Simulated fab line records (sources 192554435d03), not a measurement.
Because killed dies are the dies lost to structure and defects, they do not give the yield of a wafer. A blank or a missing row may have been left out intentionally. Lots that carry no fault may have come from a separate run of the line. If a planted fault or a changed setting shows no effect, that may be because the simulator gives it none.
fab line records	flow n5-finfet
record: lots: 6	wafers: 18	last-day: 17
route steps=1938 shown BEOL_M9@1420
lots with no fault: from the same line, run without faults
start-h: hours from the record's first day to the start of the lot's first wafer shown	wait-h: hours elapsed since this lot's preceding step	" same as the row above	L1.1+2: one row covering several wafers at once	- either no value or no given start	* or withheld: withheld	< > ~ a bound
route shown NAME@n: NAME is a module with steps in the file, n the number in the route of the first one	usual: average and standard deviation across the fault-free wafers	same: alike in all rows	chamber/n: place in a boat	sites: each site's reading	_std_site: standard deviation across them	_edge_site: outer sites' mean less inner sites'	radius-mm: for every site, how far away it sits from the centre of the wafer	mask NAME#n: copy n	behind: tool/chamber where the wafer was last shaped	hold: the reason the lot was held/the length of the hold in hours/how it ended	device: names the non-switching transistor (n, p or np)	end of line: at the end of the route, the tests of the same wafers	a step given without rows: its recipe and nothing more	killed: count of dies lost to structure and defects at first sort (not the wafer's yield)	map: dies across one wafer; x = killed, . = not, _ = none there
set.NAME: the setting the step ran with; set.NAME@STEP: the setting that earlier step ran with	model.NAME: the simulator's own value behind a step, which no gauge read
lots seen at some steps along the route; tables by step, rows by wafer
services: the hour from which a tool's chamber was out of use, counted from the record's first day as start-h (under 0 if before that day), plus the number of hours and why
== steps ==
step: N5_BEOL_M9_STRIP_68
recipe: chemistry: N2/H2	temp-c: 40	n2-flow-sccm: 200	h2-flow-sccm: 200	rf-frequency-hz: 6e+07
step: N5_BEOL_M9_STRIP_67
recipe: chemistry: CF4	resist: SiARC	power-w: 300	bias-power-w: 75	pressure-mtorr: 50	cf4-flow-sccm: 150	rf-frequency-hz: 6e+07
usual: drypump-motor-current-A: 5.9/0.36	oes-product-au: 0.80/0.079	rf-vpp-V: 270.8/1.7	showerhead-plenum-p-Torr: 1.78/0.064	throttle-valve-pct: 13.60/0.22
lot.wafer	tool	chamber	start-h	wait-h	drypump-motor-current-A	oes-product-au	rf-hours-counter-h	rf-vpp-V	showerhead-plenum-p-Torr	throttle-valve-pct
L745.2	rie-diel-05	1	230.86	0.0	6.1	0.73	188	272.3	1.86	13.87
L745.4	"	0	"	"	5.9	0.84	70	271.0	1.75	13.36
L745.5	"	2	"	"	6.3	0.67	-	269.6	1.69	14.09
L750.1	rie-diel-01	3	254.84	0.0	5.4	0.72	228	268.2	1.71	13.77
L750.2	"	2	"	"	6.1	0.77	155	271.6	1.80	13.91
L750.6	"	0	"	"	5.3	0.76	-	272.8	1.79	13.54
L753.3	rie-diel-01	3	277.49	0.0	5.4	0.72	235	270.0	1.71	13.78
L753.4	"	2	"	"	6.1	0.76	-	272.2	1.79	13.93
L753.6	"	0	"	"	5.2	0.75	-	270.7	1.79	13.59
L754.4	rie-diel-06	2	281.98	0.0	5.9	0.96	3	270.8	1.76	13.42
L754.5	"	0	"	"	5.8	0.76	-	269.6	1.73	13.44
L754.6	"	1	"	"	6.4	0.85	-	272.2	1.89	13.45
L761.1	rie-diel-06	2	326.13	0.0	5.9	0.91	16	269.4	1.76	13.43
L761.2	"	0	"	"	5.8	0.75	168	269.0	1.73	13.47
L761.3	"	3	"	"	6.0	0.85	60	269.7	1.75	13.47
L763.3	rie-diel-06	2	333.75	0.0	5.9	0.91	19	271.6	1.76	13.45
L763.4	"	3	"	"	6.0	0.84	62	269.6	1.75	13.49
L763.6	"	1	"	"	6.3	0.83	-	272.9	1.89	13.48
step: N5_BEOL_M9_HM_OPEN_17
recipe: chemistry: Cl2/BCl3	target-depth-a: 200	overetch-a: 60	target: TiN	mask-material: SOC	ion-energy-ev: 150	pressure-mtorr: 10	icp-w: 1000	bias-w: 126	Cl2_flow_sccm: 53.25	bcl3-flow-sccm: 21.75	Ar_flow_sccm: 25
usual: drypump-motor-current-A: 5.3/0.64	oes-product-au: 0.66/0.058	throttle-valve-pct: 22.13/0.2
lot.wafer	tool	chamber	start-h	wait-h	drypump-motor-current-A	oes-product-au	rf-hours-counter-h	throttle-valve-pct
L745.2	rie-metal-03	0	230.90	0.0	4.7	0.64	47	22.37
L745.4	"	1	"	"	4.7	0.66	-	22.13
L745.5	"	1	"	"	4.7	0.67	-	22.14
L750.1	rie-metal-03	0	254.88	0.0	4.8	0.65	49	22.35
L750.2	"	1	"	"	4.7	0.66	45	22.12
L750.6	"	1	"	"	4.7	0.66	-	22.13
L753.3	rie-metal-03	0	277.56	0.1	4.8	0.63	-	22.38
L753.4	"	1	"	"	4.7	0.65	-	22.13
L753.6	"	1	"	"	4.7	0.64	-	22.13
L754.4	rie-metal-03	0	282.05	0.1	4.8	0.63	-	22.37
L754.5	"	0	"	"	4.8	0.64	-	22.36
L754.6	"	1	"	"	4.7	0.64	-	22.13
L761.1	rie-metal-02	0	326.18	0.0	6.4	0.69	33	22.21
L761.2	"	1	"	"	5.3	0.75	7	22.00
L761.3	"	1	"	"	5.3	0.76	-	22.01
L763.3	rie-metal-01	1	333.82	0.1	5.4	0.58	-	22.20
L763.4	"	0	"	"	6.1	0.63	-	21.70
L763.6	"	1	"	"	5.4	0.58	-	22.20
step: N5_BEOL_M9_STRIP_19
recipe: chemistry: O2	power-w: 400	temp-c: 40	pressure-mtorr: 30	rf-frequency-hz: 6e+07	bias-power-w: 0	overash-fraction: 0.2	o2-flow-sccm: 225
usual: drypump-motor-current-A: 5.8/0.36	o2-flow-sccm: 225.0/0.6	oes-product-au: 0.80/0.087	rf-vpp-V: 3.6/0.6	showerhead-plenum-p-Torr: 2.08/0.079	temp-c: 39.99/0.11	throttle-valve-pct: 16.68/0.21
lot.wafer	tool	chamber	start-h	wait-h	drypump-motor-current-A	o2-flow-sccm	oes-product-au	rf-hours-counter-h	rf-vpp-V	showerhead-plenum-p-Torr	temp-c	throttle-valve-pct
L745.2	rie-diel-01	3	231.01	0.1	5.4	224.7	0.72	221	3.6	1.98	40.01	16.75
L745.4	"	0	"	"	5.2	224.9	0.76	142	2.7	2.10	39.76	16.66
L745.5	"	0	"	"	5.3	226.0	0.76	-	5.2	2.10	39.90	16.62
L750.1	rie-diel-06	0	254.99	0.1	5.8	225.2	0.77	142	3.6	2.02	39.91	16.47
L750.2	"	3	"	"	6.0	224.7	0.89	34	3.8	2.04	39.94	16.48
L750.6	"	0	"	"	5.8	224.9	0.77	-	2.8	2.02	39.96	16.49
L753.3	rie-diel-01	0	277.64	0.1	5.3	225.2	0.75	156	3.3	2.10	40.01	16.67
L753.4	"	2	"	"	6.1	224.9	0.77	-	3.6	2.09	40.03	16.99
L753.6	"	0	"	"	5.2	224.6	0.75	-	3.8	2.10	39.88	16.67
L754.4	rie-diel-06	3	282.14	0.1	6.0	225.1	0.87	46	3.1	2.04	40.02	16.51
L754.5	"	2	"	"	5.9	225.4	0.97	-	4.4	2.06	39.96	16.56
L754.6	"	3	"	"	6.0	224.8	0.87	-	4.4	2.04	39.92	16.49
L761.1	rie-diel-01	0	326.29	0.1	5.2	224.4	0.74	175	4.1	2.09	39.95	16.72
L761.2	"	2	"	"	6.1	224.7	0.75	176	3.1	2.09	39.95	17.01
L761.3	"	1	"	"	5.5	225.1	0.95	12	3.8	2.14	40.14	16.49
L763.3	rie-diel-06	1	333.90	0.1	6.4	225.2	0.84	76	3.6	2.22	40.02	16.61
L763.4	"	3	"	"	6.0	225.4	0.85	62	4.0	2.04	40.13	16.55
L763.6	"	3	"	"	6.0	225.3	0.84	-	4.1	2.04	40.10	16.54
step: N5_BEOL_M9_CD_MEAS_18
recipe: pitch-nm: 140	target-cd-nm: 70
usual: cd-nm: 70.0/0.52
lot.wafer	tool	chamber	start-h	wait-h	cd-nm
L745.2	cd-sem-03	-	231.08	0.1	69.9
L745.4	"	-	"	"	70.1
L745.5	"	-	"	"	69.6
L750.1	cd-sem-03	-	255.06	0.0	69.9
L750.2	"	-	"	"	69.6
L750.6	"	-	"	"	69.8
L753.3	cd-sem-02	-	277.71	0.1	70.7
L753.4	"	-	"	"	70.2
L753.6	"	-	"	"	70.5
L754.4	cd-sem-02	-	282.21	0.1	70.8
L754.5	"	-	"	"	69.8
L754.6	"	-	"	"	70.0
L761.1	cd-sem-03	-	326.36	0.0	70.0
L761.2	"	-	"	"	70.4
L761.3	"	-	"	"	70.1
L763.3	cd-sem-03	-	333.97	0.1	70.2
L763.4	"	-	"	"	70.5
L763.6	"	-	"	"	70.2
step: N5_BEOL_M9_COAT_63
recipe: resist: SOC	temp-c: 250	time-s: 60	spin-rpm: 1500	resist-thk-nm: 60
step: N5_BEOL_M9_COAT_64
recipe: resist: SiARC	temp-c: 220	time-s: 60	spin-rpm: 1500	resist-thk-nm: 12
step: N5_BEOL_M9_COAT_75
recipe: resist: underlayer	temp-c: 205	time-s: 60	spin-rpm: 1500	resist-thk-nm: 5
step: N5_BEOL_M9_COAT_22
recipe: resist: CAR-EUV	spin-rpm: 1500	resist-thk-nm: 30
step: N5_BEOL_M9_EBR_24
recipe: solvent: PGMEA	ebr-width-mm: 1.5
step: N5_BEOL_M9_SOFTBAKE_23
recipe: temp-c: 110	time-s: 60	resist: CAR-EUV
step: N5_BEOL_M9_EXPOSE_25
recipe: mask-id: V8	na: 0.33	source-shape: annular	sigma-inner: 0.4	sigma-outer: 0.8	polarization: unpolarized	dose-mj: 37.25
step: N5_BEOL_M9_PEB_26
recipe: peb-temp-c: 100	peb-time-s: 60	resist: CAR-EUV
usual: chill-plate-temp-C: 22.97/0.11	exhaust-pa: 45.2/0.86
lot.wafer	tool	chamber	start-h	wait-h	chill-plate-temp-C	exhaust-pa
L745.2	litho-track-04	0	231.73	0.0	22.85	44.9
L745.4	"	0	"	"	22.85	44.2
L745.5	"	0	"	"	22.88	44.4
L750.1	litho-track-05	0	255.42	0.1	23.08	44.9
L750.2	"	0	"	"	22.94	43.9
L750.6	"	0	"	"	22.94	44.3
L753.3	litho-track-04	-	280.27	0.0	-	-
L753.4	"	-	"	"	-	-
L753.6	"	-	"	"	-	-
L754.4	litho-track-04	-	282.93	0.0	-	-
L754.5	"	-	"	"	-	-
L754.6	"	-	"	"	-	-
L761.1	litho-track-05	0	328.59	0.1	22.74	45.4
L761.2	"	0	"	"	22.81	45.6
L761.3	"	0	"	"	22.88	46.2
L763.3	litho-track-01	0	334.42	0.0	22.85	44.2
L763.4	"	0	"	"	22.95	44.3
L763.6	"	0	"	"	22.85	45.5
step: N5_BEOL_M9_DEVELOP_27
recipe: develop-time-s: 30	developer: TMAH	resist: CAR-EUV	rinse-liquid: surfactant-rinse	dry: air-spin	dev-temp-c: 23
== services ==
tool	chamber	start-h	hours	kind
rie-metal-01	-	210.31	14.6	pm
rie-metal-03	0	212.50	9.5	repair
rie-diel-06	1	212.61	5.3	repair
rie-metal-02	1	213.41	-	clean
rie-metal-02	1	213.41	19.4	scheduled-down
rie-metal-02	1	213.41	19.4	vent-cycle
rie-metal-01	-	224.91	28.1	pm
rie-diel-05	2	235.25	4.6	repair
rie-diel-05	2	240.09	-	clean
rie-diel-06	2	246.36	-	clean
rie-diel-06	2	246.36	-	consumable-replace:focus-ring
rie-diel-06	2	246.36	27.1	scheduled-down
rie-diel-06	2	246.36	27.1	vent-cycle
rie-metal-02	0	246.38	7.4	repair
litho-track-04	-	249.56	-	consumable-replace:filter
rie-metal-02	-	261.59	17.4	repair
rie-metal-03	0	263.45	13.8	repair
litho-track-05	-	268.12	-	consumable-replace:filter
rie-metal-03	-	269.27	1.2	repair
rie-diel-01	1	274.03	-	clean
rie-diel-01	1	274.03	-	consumable-replace:focus-ring
rie-diel-01	1	274.03	22.8	scheduled-down
rie-diel-01	1	274.03	22.8	vent-cycle
rie-diel-01	3	321.09	3.5	repair
== key ==
first-sign: step: N5_BEOL_M9_PEB_26	reading: tool-record	direction: missing
effect none on later readings
met-at N5_BEOL_M9_PEB_26
struck-wafers L753.3,L753.4,L753.6,L754.4,L754.5,L754.6
later-rows-left-out L753.3,L753.4,L753.6,L754.4,L754.5,L754.6
sort-left-out L753.3,L753.4,L753.6,L754.4,L754.5,L754.6
onset-between 231.73 280.27
fault: kind: skipped-step-whole	tool: litho-track-04	chamber: -	onset-h: 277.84	steps: N5_BEOL_M9_PEB_26	scope: struck-lots-only
sort-left-out: the simulated sort isn't trusted on such a fault, so these wafers' sort isn't shown, and their yield isn't known
later-rows-left-out: the simulator's readings of these wafers behind a module that went badly wrong aren't trusted and aren't shown, but for the sort
